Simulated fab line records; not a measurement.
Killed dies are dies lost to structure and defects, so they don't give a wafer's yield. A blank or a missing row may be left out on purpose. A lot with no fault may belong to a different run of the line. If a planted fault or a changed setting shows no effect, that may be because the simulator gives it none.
Matching of chambers || flow n5 finfet || 4 sister chambers for N5_SPACER0_ALD_07 on ald sin-03
The step deposits SiNx, target thk 2 nm. 16 wafers are shown with their chamber, then 8 later ones without.

== WAFERS, EACH WITH ITS CHAMBER ==
{"wafer": "L074.4", "chamber": 0, "heater power w (W)": 985, "susceptor temp C (C)": 399.97}
{"wafer": "L074.5", "chamber": 0, "heater power w (W)": 993, "susceptor temp C (C)": 399.89}
{"wafer": "L074.6", "chamber": 1, "heater power w (W)": 768, "susceptor temp C (C)": 399.95}
{"wafer": "L076.2", "chamber": 1, "heater power w (W)": 755, "susceptor temp C (C)": 400.36}
{"wafer": "L076.3", "chamber": 0, "heater power w (W)": 1004, "susceptor temp C (C)": 399.93}
{"wafer": "L076.5", "chamber": 3, "heater power w (W)": 760, "susceptor temp C (C)": 399.96}
{"wafer": "L085.1", "chamber": 1, "heater power w (W)": 761, "susceptor temp C (C)": 399.97}
{"wafer": "L085.2", "chamber": 2, "heater power w (W)": 814, "susceptor temp C (C)": 399.92}
{"wafer": "L085.6", "chamber": 2, "heater power w (W)": 806, "susceptor temp C (C)": 399.99}
{"wafer": "L086.3", "chamber": 0, "heater power w (W)": 1011, "susceptor temp C (C)": 399.79}
{"wafer": "L086.4", "chamber": 2, "heater power w (W)": 810, "susceptor temp C (C)": 399.90}
{"wafer": "L086.5", "chamber": 1, "heater power w (W)": 773, "susceptor temp C (C)": 400.31}
{"wafer": "L088.2", "chamber": 1, "heater power w (W)": 779, "susceptor temp C (C)": 399.97}
{"wafer": "L088.4", "chamber": 2, "heater power w (W)": 830, "susceptor temp C (C)": 400.22}
{"wafer": "L088.5", "chamber": 1, "heater power w (W)": 767, "susceptor temp C (C)": 399.71}
{"wafer": "L089.2", "chamber": 1, "heater power w (W)": 766, "susceptor temp C (C)": 400.04}

SIGNATURES, as means of the wafers listed above
{"reading": "heater power w", "chamber 0": 998.25, "chamber 1": 767.00, "chamber 2": 815.00, "chamber 3": 760.00, "scatter within a chamber": 9.54}
{"reading": "susceptor temp C", "chamber 0": 399.8950, "chamber 1": 400.0443, "chamber 2": 400.0075, "chamber 3": 399.9600, "scatter within a chamber": 0.179}
Rule: distance of a wafer from a chamber = root of the sum over the readings of ((wafer's reading minus chamber's mean) / reading's scatter) squared. If the next closest chamber is less than 2 further off than the closest, the wafer can't be placed; otherwise it belongs to the closest. How the scatter is found: for the shown wafers, subtract from each reading the mean of its chamber, square and add these, divide the total by (wafers less chambers), then take the root.

== WAFERS WITHOUT THEIR CHAMBER ==
{"wafer": "L089.3", "heater power w (W)": 766, "susceptor temp C (C)": 399.77}
{"wafer": "L089.5", "heater power w (W)": 805, "susceptor temp C (C)": 400.05}
{"wafer": "L093.2", "heater power w (W)": 1022, "susceptor temp C (C)": 399.96}
{"wafer": "L093.3", "heater power w (W)": 759, "susceptor temp C (C)": 399.95}
{"wafer": "L093.4", "heater power w (W)": 762, "susceptor temp C (C)": 400.14}
{"wafer": "L097.2", "heater power w (W)": 728, "susceptor temp C (C)": 400.46}
{"wafer": "L097.4", "heater power w (W)": 773, "susceptor temp C (C)": 399.87}
{"wafer": "L097.5", "heater power w (W)": 706, "susceptor temp C (C)": 400.18}

== EACH ONE'S CHAMBER ==
{"wafer": "L089.3", "from the rows above": "can't be placed: 3 or 1", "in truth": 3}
{"wafer": "L089.5", "from the rows above": 2, "in truth": 2}
{"wafer": "L093.2", "from the rows above": 0, "in truth": 0}
{"wafer": "L093.3", "from the rows above": "can't be placed: 3 or 1", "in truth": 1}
{"wafer": "L093.4", "from the rows above": "can't be placed: 1 or 3", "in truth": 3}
{"wafer": "L097.2", "from the rows above": "can't be placed: 3 or 1", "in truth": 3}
{"wafer": "L097.4", "from the rows above": "can't be placed: 1 or 3", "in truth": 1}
{"wafer": "L097.5", "from the rows above": "can't be placed: 3 or 1", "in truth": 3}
Correctly placed: 2 of 8. Cannot be placed on the basis of these rows: 6; the candidates contain the true chamber in 6. Wrongly placed: 0.
